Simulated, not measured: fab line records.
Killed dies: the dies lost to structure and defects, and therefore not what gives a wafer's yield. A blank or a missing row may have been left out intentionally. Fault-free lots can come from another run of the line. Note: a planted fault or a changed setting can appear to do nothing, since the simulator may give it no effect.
Which of the tools did it?	flow nand_harc	Sampling: 6 lots, 18 wafers, 3 of 1159 route steps

== WHAT EACH GAUGE READ, for each wafer ==
NHARC_THIN_TSV_CD_MEAS_16.
lot	measured	on	cd_nm (nm)
L508	day 19 05:44	cd_sem-03	1000.6 999.2 999.8
L510	day 19 08:40	cd_sem-03	998.4 995.6 997.2
L512	day 20 00:05	cd_sem-01	1001.7 1001.1 1004.6
L521	day 22 15:35	cd_sem-02	1002.5 1002.3 1000.4
L524	day 23 05:27	cd_sem-01	1001.4 1001.9 998.5
L528	day 24 05:16	cd_sem-02	997.7 1000.8 1000.0

== TOOL THAT RAN EACH LOT (tool first, then ch and the chambers of the sampled wafers, then the start) ==
lot	NHARC_A_WL_FILL_ETCHBACK_04	NHARC_THIN_TSV_ETCH_15
L508	rie_metal-01 ch 0,1, day 15 09:41	rie_si-02 ch 1,3, day 19 05:37
L510	rie_metal-03 ch 0,1, day 16 00:37	rie_si-02 ch 0,1,2, day 19 08:31
L512	rie_metal-02 ch 0,1, day 16 15:13	rie_si-02 ch 0,1, day 19 23:57
L521	rie_metal-02 ch 1, day 18 20:27	rie_si-01 ch 0,2, day 22 15:27
L524	rie_metal-02 ch 0, day 19 15:49	rie_si-06 ch 0,1,3, day 23 05:19
L528	rie_metal-02 ch 0, day 20 17:07	rie_si-01 ch 1,3, day 24 05:08
- NHARC_A_WL_FILL_ETCHBACK_04: etches the open film in NF3, target depth 60 nm, time 120 s.
- NHARC_THIN_TSV_ETCH_15: target depth 3000 nm, bosch target overetch cycles 2, bosch etch step 2.8 s.

== THE ANSWER, worked out from the rows above alone ==
Rule: the usual values come from the lots themselves. Put in order of their means at a reading, lots are off if they are a third of the lots or fewer, leave a main group of 4 or more, and stand apart from it by a gap of 3 or more times the standard deviation of the main group's means; of several such gaps the widest counts. Not used: any main group whose means are identical at the precision the tables above print for the reading. Also off: a lot with no number at a reading for which 4 or more lots have one. Where the step has rows for the other lots, those lots are counted as sound.
No lot is off at any reading shown: from this, nothing can be told.

== WHAT HAD BEEN PUT IN BY THE SIMULATOR ==
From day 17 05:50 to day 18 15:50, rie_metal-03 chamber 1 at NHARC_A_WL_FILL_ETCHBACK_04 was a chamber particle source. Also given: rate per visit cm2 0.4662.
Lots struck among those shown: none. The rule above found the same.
